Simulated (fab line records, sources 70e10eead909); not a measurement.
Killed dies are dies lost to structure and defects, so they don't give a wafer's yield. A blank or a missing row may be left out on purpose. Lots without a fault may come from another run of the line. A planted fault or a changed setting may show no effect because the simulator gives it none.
fab line records | flow nand_harc | part 2 of 2: steps 5 to 6 of 6
record lots=24 wafers=72 last_day=33
route steps=1302 shown P_BONDPAD@372 A_ZERO_WELL@401 A_ONON_D1@447 A_CHANNEL_HOLE_D1@483 A_CHANNEL_FILL_D1@509
lots that met no fault: from a run of the same line without faults
start_h: hours from the record's first day to the start of the lot's first wafer shown | wait_h: hours since the lot's step before | " the same as in the row above | L1.1+2: a row that stands for several wafers | - no value, or no start given | * or withheld: withheld | < > ~ a bound
route shown NAME@n: a module of which the file shows steps, and the number in the route of the first | usual: mean/standard deviation of fault-free wafers | same: alike in all rows | chamber/n: place in a boat | sites: the reading at each site | _std_site: their standard deviation | _edge_site: outer sites' mean less inner sites' | radius_mm: how far each site lies from the wafer's centre | mask NAME#n: copy n | behind: the tool/chamber that last shaped the wafer | hold: why the lot was held/for how many hours/how that ended | device: the transistor (n, p or np) that didn't switch | end of line: the same wafers' tests at the end of the route | a step without rows: its recipe alone | killed: dies lost to structure and defects at the first sort, not the wafer's yield | map: a wafer's dies, x killed, . not, _ none there
set.NAME: the setting as run; set.NAME@STEP: as run at that earlier step | model.NAME: the simulator's own value behind a step, which no gauge read
steps of the route over a sample of lots; a table a step, a row a wafer
services: from which hour (start_h, from the record's first day; less than 0 if before it) a tool's chamber was out of use, for how many hours, and why
## steps
# step NHARC_A_CHANNEL_HOLE_D1_ETCH_44
# recipe target_depth_a=1400 overetch_a=140 time_s=77 ion_energy_ev=100 cf4_flow_sccm=80 o2_flow_sccm=20 ar_flow_sccm=0 rf_w=300 bias_w=100 chemistry=CF4/O2
# usual drypump_motor_current_A=5.9/0.41 mfc_ar_sccm=0.008/0.01 oes_product_au=0.999/0.008 rf_vpp_V=198.0/1.2 showerhead_plenum_p_Torr=1.34/0.037 throttle_valve_pct=13.398/0.0098
# columns lot.wafer tool chamber start_h wait_h drypump_motor_current_A mfc_ar_sccm oes_product_au rf_hours_counter_h rf_vpp_V showerhead_plenum_p_Torr throttle_valve_pct
L074.1 rie_diel-11 2 187.61 0.1 5.8 0 0.987 9 198.0 1.31 13.409
L074.2 " 3 " " 5.9 0.017 0.999 8 198.9 1.38 13.393
L074.5 " 0 " " 6.4 0.024 0.991 - 195.8 1.35 13.408
L075.3 rie_diel-13 0 198.41 0.1 6.5 0 1.007 4 196.5 1.31 13.388
L075.2 " 1 " " 6.6 0 1.012 4 198.5 1.38 13.396
L075.1 " 3 " " 5.7 0 1.003 4 195.5 1.25 13.380
L076.1 rie_diel-11 1 203.38 0.1 5.5 0 1.013 11 199.7 1.34 13.388
L076.4 " 3 " " 5.9 0.017 1.003 10 199.8 1.38 13.397
L076.5 " 1 " " 5.5 0 1.011 - 198.6 1.34 13.400
L077.2 rie_diel-11 0 207.59 0.1 6.4 0.024 1.000 10 198.0 1.35 13.405
L077.5 " 0 " " 6.4 0.024 0.993 - 197.0 1.35 13.401
L077.6 " 1 " " 5.6 0 0.997 - 197.7 1.34 13.415
L078.3 rie_diel-11 1 225.77 0.1 5.5 0 1.008 13 197.0 1.34 13.401
L078.1 " 3 " " 5.9 0.017 1.006 13 199.0 1.38 13.392
L078.5 " 0 " " 6.4 0.024 0.998 - 198.9 1.35 13.410
L079.4 rie_diel-11 3 229.95 0.1 5.9 0.017 1.003 13 198.7 1.38 13.392
L079.2 " 0 " " 6.4 0.024 0.998 13 198.8 1.35 13.404
L079.5 " 3 " " 5.9 0.017 1.006 - 198.9 1.38 13.393
L080.2 rie_diel-11 2 245.31 0.1 5.7 0 0.994 15 197.0 1.31 13.396
L080.4 " 0 " " 6.4 0.024 0.999 - 198.8 1.35 13.393
L080.5 " 2 " " 5.7 0 0.991 - 198.8 1.31 13.375
L081.2 rie_diel-05 1 262.24 0.1 5.5 0.027 0.993 5 197.4 1.34 13.388
L081.3 " 3 " " 6.1 0 1.011 7 196.3 1.34 13.392
L081.6 " 1 " " 5.5 0.027 0.992 - 197.7 1.34 13.401
L082.3 rie_diel-11 1 283.64 0.0 5.5 0 1.007 1 198.8 1.34 13.411
L082.4 " 3 " " 5.9 0.017 0.993 1 198.0 1.38 13.404
L082.2 " 0 " " 6.4 0.024 1.004 1 198.2 1.35 13.410
L084.3 rie_diel-11 3 284.25 0.1 5.9 0.017 0.997 1 199.0 1.38 13.388
L084.4 " 0 " " 6.4 0.024 1.001 1 196.3 1.34 13.404
L084.5 " 2 " " 5.8 0 0.982 - 198.9 1.31 13.399
L083.2 rie_diel-11 2 287.83 0.1 5.8 0 0.981 1 196.7 1.31 13.401
L083.4 " 0 " " 6.4 0.024 0.988 2 198.2 1.35 13.410
L083.6 " 2 " " 5.8 0 0.990 - 197.4 1.31 13.405
L085.1 rie_diel-11 2 297.79 0.1 5.8 0 0.987 2 196.0 1.31 13.389
L085.5 " 0 " " 6.4 0.024 1.007 - 197.0 1.34 13.406
L085.6 " 1 " " 5.5 0 0.997 - 198.5 1.34 13.380
L086.1 rie_diel-05 1 302.82 0.1 5.5 0.027 0.984 23 198.8 1.34 13.388
L086.4 " 2 " " 6.2 0 0.996 18 197.3 1.30 13.414
L086.5 " 2 " " 6.1 0 1.003 - 196.2 1.30 13.405
L087.1 rie_diel-11 1 323.61 0.1 5.5 0 1.002 5 197.9 1.34 13.390
L087.4 " 2 " " 5.8 0 0.985 4 195.0 1.31 13.406
L087.6 " 1 " " 5.5 0 1.008 - 197.1 1.34 13.413
L088.4 rie_diel-11 2 330.02 0.1 5.8 0 0.988 5 196.1 1.31 13.390
L088.2 " 3 " " 5.9 0.017 1.004 6 199.5 1.38 13.375
L088.1 " 0 " " 6.4 0.024 1.009 7 198.1 1.34 13.388
L089.4 rie_diel-11 1 330.46 0.4 5.5 0 0.996 6 197.8 1.34 13.400
L089.1 " 2 " " 5.8 0 0.986 5 198.2 1.31 13.389
L089.6 " 3 " " 5.9 0.017 1.001 - 199.9 1.38 13.389
L090.4 rie_diel-11 2 347.75 0.1 5.8 0 0.985 6 197.9 1.31 13.404
L090.1 " 1 " " 5.5 0 1.005 8 196.8 1.34 13.404
L090.5 " 2 " " 5.8 0 0.994 - 199.1 1.31 13.401
L091.1 rie_diel-11 2 361.29 0.1 5.8 0 0.992 7 196.2 1.31 13.384
L091.4 " 0 " " 6.4 0.024 1.002 9 197.6 1.34 13.404
L091.6 " 3 " " 5.9 0.017 1.005 - 198.0 1.38 13.412
L092.4 rie_diel-11 2 371.67 0.1 5.8 0 0.984 8 198.3 1.31 13.387
L092.5 " 2 " " 5.8 0 0.987 - 196.6 1.31 13.412
L092.6 " 3 " " 5.9 0.017 1.010 - 198.1 1.38 13.398
L093.1 rie_diel-11 3 372.18 0.1 5.9 0.017 1.003 10 199.1 1.38 13.409
L093.5 " 0 " " 6.4 0.024 1.001 - 196.3 1.34 13.401
L093.6 " 1 " " 5.5 0 1.016 - 197.8 1.34 13.400
L094.1 rie_diel-13 1 389.66 0.0 6.6 0 0.999 13 198.0 1.37 13.385
L094.4 " 0 " " 6.4 0 1.004 10 195.4 1.29 13.418
L094.5 " 2 " " 4.8 0 1.004 - 195.2 1.28 13.397
L095.4 rie_diel-13 2 412.12 0.1 4.8 0 0.997 22 198.3 1.28 13.409
L095.1 " 3 " " 5.7 0 1.008 17 199.1 1.44 13.414
L095.2 " 0 " " 6.4 0 1.008 17 196.8 1.29 13.387
L096.4 rie_diel-13 0 416.38 0.1 6.5 0 0.999 17 196.2 1.29 13.394
L096.2 " 1 " " 6.6 0 0.994 23 200.3 1.37 13.390
L096.6 " 3 " " 5.7 0 1.008 - 198.5 1.44 13.398
L097.2 rie_diel-11 3 418.48 0.0 5.9 0.017 1.002 14 199.1 1.38 13.398
L097.6 " 3 " " 5.9 0.017 0.996 - 200.2 1.38 13.379
L097.5 " 0 " " 6.4 0.024 0.999 - 198.6 1.34 13.409
# step NHARC_A_CHANNEL_FILL_D1_STRIP_29
# recipe time_s=20 o2_flow_sccm=500 ar_flow_sccm=0 bias_w=0 chemistry=O2
# usual drypump_motor_current_A=5.7/0.4 mfc_ar_sccm=0.005/0.0084 oes_product_au=1.001/0.0079 rf_vpp_V=57.7/0.9 showerhead_plenum_p_Torr=3.50/0.12 throttle_valve_pct=17.036/0.0088
# columns lot.wafer tool chamber start_h wait_h drypump_motor_current_A mfc_ar_sccm oes_product_au rf_hours_counter_h rf_vpp_V showerhead_plenum_p_Torr throttle_valve_pct
L074.2 rie_diel-09 2 237.51 0.2 5.2 0.023 0.991 3 58.8 3.42 17.036
L074.1 " 1 " " 5.8 0 0.999 2 57.3 3.43 17.051
L074.5 " 1 " " 5.8 0 0.986 - 57.7 3.43 17.046
L075.2 rie_diel-09 1 241.49 0.2 5.8 0 0.996 2 57.8 3.43 17.029
L075.1 " 2 " " 5.2 0.023 1.000 3 57.3 3.42 17.032
L075.3 " 2 " " 5.2 0.023 0.991 - 56.9 3.42 17.038
L076.1 rie_diel-12 3 - - 5.3 0 0.999 9 57.3 3.73 17.025
L076.4 " 0 " " 5.3 0 1.002 10 56.8 3.66 17.031
L076.5 " 2 " " 5.4 0.010 1.016 - 57.3 3.63 17.039
L077.2 rie_diel-09 2 250.28 0.1 5.2 0.023 1.002 4 56.8 3.42 17.042
L077.5 " 1 " " 5.7 0 0.997 - 57.9 3.43 17.028
L077.6 " 3 " " 6.5 0.001 0.997 - 57.7 3.32 17.039
L078.3 rie_diel-08 3 - - 5.6 0 1.011 5 56.9 3.46 17.047
L078.1 " 2 " " 6.0 0.016 0.999 5 58.1 3.53 17.044
L078.5 " 0 " " 5.1 0 0.999 - 58.8 3.58 17.030
L079.2 rie_diel-08 0 - - 5.1 0 1.009 6 59.1 3.58 17.013
L079.4 " 1 " " 5.7 0 1.011 5 57.0 3.30 17.026
L079.5 " 3 " " 5.6 0 1.016 - 57.6 3.46 17.042
L080.2 rie_diel-09 0 - - 6.5 0 1.007 4 58.9 3.65 17.029
L080.4 " 1 " " 5.8 0 0.993 6 56.9 3.43 17.033
L080.5 " 2 " " 5.2 0.023 1.010 - 57.5 3.41 17.046
L081.3 rie_diel-12 0 - - 5.2 0 1.008 1 58.3 3.66 17.021
L081.2 " 3 " " 5.3 0 0.997 1 59.0 3.73 17.036
L081.6 " 0 " " 5.3 0 1.009 - 58.1 3.65 17.028
L082.4 rie_diel-12 3 - - 5.3 0 1.002 3 57.5 3.73 17.026
L082.2 " 1 " " 6.1 0 0.986 3 57.7 3.58 17.026
L082.3 " 2 " " 5.4 0.010 1.002 2 57.7 3.63 17.040
L084.3 rie_diel-08 1 - - 5.7 0 0.999 10 56.9 3.30 17.036
L084.4 " 3 " " 5.6 0 1.013 11 56.8 3.46 17.055
L084.5 " 2 " " 6.0 0.016 0.999 - 57.7 3.53 17.036
L083.2 rie_diel-08 2 - - 6.0 0.016 1.002 10 57.5 3.53 17.045
L083.4 " 1 " " 5.7 0 1.011 10 57.7 3.30 17.038
L083.6 " 3 " " 5.6 0 0.999 - 57.0 3.46 17.036
L085.1 rie_diel-09 0 - - 6.5 0 1.000 0 59.2 3.65 17.032
L085.6 " 2 " " 5.2 0.023 0.996 - 55.6 3.41 17.034
L085.5 " 3 " " 6.5 0.001 0.989 - 57.2 3.32 17.037
L086.1 rie_diel-08 3 - - 5.6 0 1.001 12 58.2 3.46 17.049
L086.4 " 1 " " 5.7 0 1.008 11 57.9 3.30 17.047
L086.5 " 3 " " 5.6 0 1.009 - 57.2 3.46 17.043
L087.4 rie_diel-08 2 - - 6.0 0.016 1.005 12 57.7 3.53 17.037
L087.1 " 0 " " 5.1 0 0.996 14 57.5 3.58 17.035
L087.6 " 2 " " 6.0 0.016 0.998 - 57.3 3.53 17.021
L089.4 rie_diel-12 3 - - 5.3 0 0.999 6 58.7 3.73 17.040
L089.1 " 0 " " 5.3 0 1.017 6 59.4 3.65 17.051
L089.6 " 3 " " 5.3 0 0.991 - 60.2 3.73 17.053
L088.4 rie_diel-09 1 - - 5.8 0 0.989 3 55.8 3.43 17.033
L088.1 " 3 " " 6.5 0.001 0.997 2 56.8 3.32 17.025
L088.2 " 0 " " 6.5 0 0.982 2 58.4 3.64 17.035
L090.1 rie_diel-08 3 - - 5.6 0 1.001 0 57.0 3.46 17.020
L090.4 " 0 " " 5.1 0 1.014 0 58.5 3.58 17.043
L090.5 " 2 " " 6.0 0.016 1.000 - 58.0 3.53 17.029
L091.1 rie_diel-08 3 - - 5.6 0 0.995 1 57.9 3.46 17.026
L091.4 " 1 " " 5.7 0 1.010 0 57.9 3.30 17.046
L091.6 " 0 " " 5.1 0 1.002 - 56.4 3.58 17.031
L092.4 rie_diel-08 1 - - 5.7 0 1.008 1 56.6 3.30 17.033
L092.6 " 1 " " 5.7 0 1.012 - 58.4 3.30 17.037
L092.5 " 2 " " 6.0 0.016 0.999 - 56.6 3.53 17.034
L093.1 rie_diel-09 1 - - 5.8 0 0.988 4 57.2 3.43 17.038
L093.6 " 0 " " 6.5 0 0.999 - 58.1 3.64 17.049
L093.5 " 1 " " 5.8 0 0.987 - 56.1 3.43 17.033
L094.1 rie_diel-08 3 - - 5.6 0 0.996 3 57.4 3.45 17.047
L094.4 " 0 " " 5.1 0 1.004 2 56.5 3.58 17.030
L094.5 " 2 " " 6.0 0.016 1.000 - 58.8 3.53 17.038
L095.2 rie_diel-12 1 - - 6.1 0 0.993 0 57.3 3.57 17.033
L095.1 " 2 " " 5.4 0.010 1.013 0 56.7 3.62 17.034
L095.4 " 3 " " 5.3 0 0.999 0 58.1 3.73 17.038
L097.2 rie_diel-08 0 - - 5.1 0 0.999 5 59.6 3.58 17.032
L097.5 " 1 " " 5.7 0 0.996 - 57.8 3.30 17.048
L097.6 " 2 " " 6.0 0.016 0.989 - 56.6 3.53 17.038
L096.4 rie_diel-12 1 - - 6.1 0 1.005 0 57.0 3.57 17.031
L096.2 " 3 " " 5.3 0 1.006 0 59.2 3.73 17.027
L096.6 " 0 " " 5.3 0 1.014 - 58.8 3.65 17.037
## services
# columns tool chamber start_h hours kind
rie_diel-08 1 128.85 6.0 repair
rie_diel-03 0 132.61 4.2 repair
rie_diel-08 0 141.73 14.4 repair
rie_diel-11 - 150.76 1.1 repair
rie_diel-11 2 164.83 2.9 repair
rie_diel-04 1 166.08 16.0 repair
rie_diel-04 - 177.90 9.0 pm
rie_diel-08 0 183.57 11.3 repair
rie_diel-08 - 190.80 9.0 pm
rie_diel-04 1 196.45 12.1 repair
rie_diel-11 2 206.41 6.2 repair
rie_diel-04 2 208.89 6.7 repair
rie_diel-04 3 244.38 10.1 repair
rie_diel-11 1 244.97 5.7 repair
rie_diel-11 - 255.50 9.0 pm
rtp_anneal-01 - 290.06 0.6 repair
rie_diel-11 - 302.14 0.7 repair
rie_diel-04 - 310.84 0.2 repair
rie_diel-04 - 354.90 9.0 pm
rie_diel-08 - 367.80 9.0 pm
rtp_anneal-01 - 372.00 12.0 pm
rie_diel-04 3 387.78 11.6 repair
rie_diel-04 - 406.95 0.2 repair
rie_diel-11 - 432.50 9.0 pm
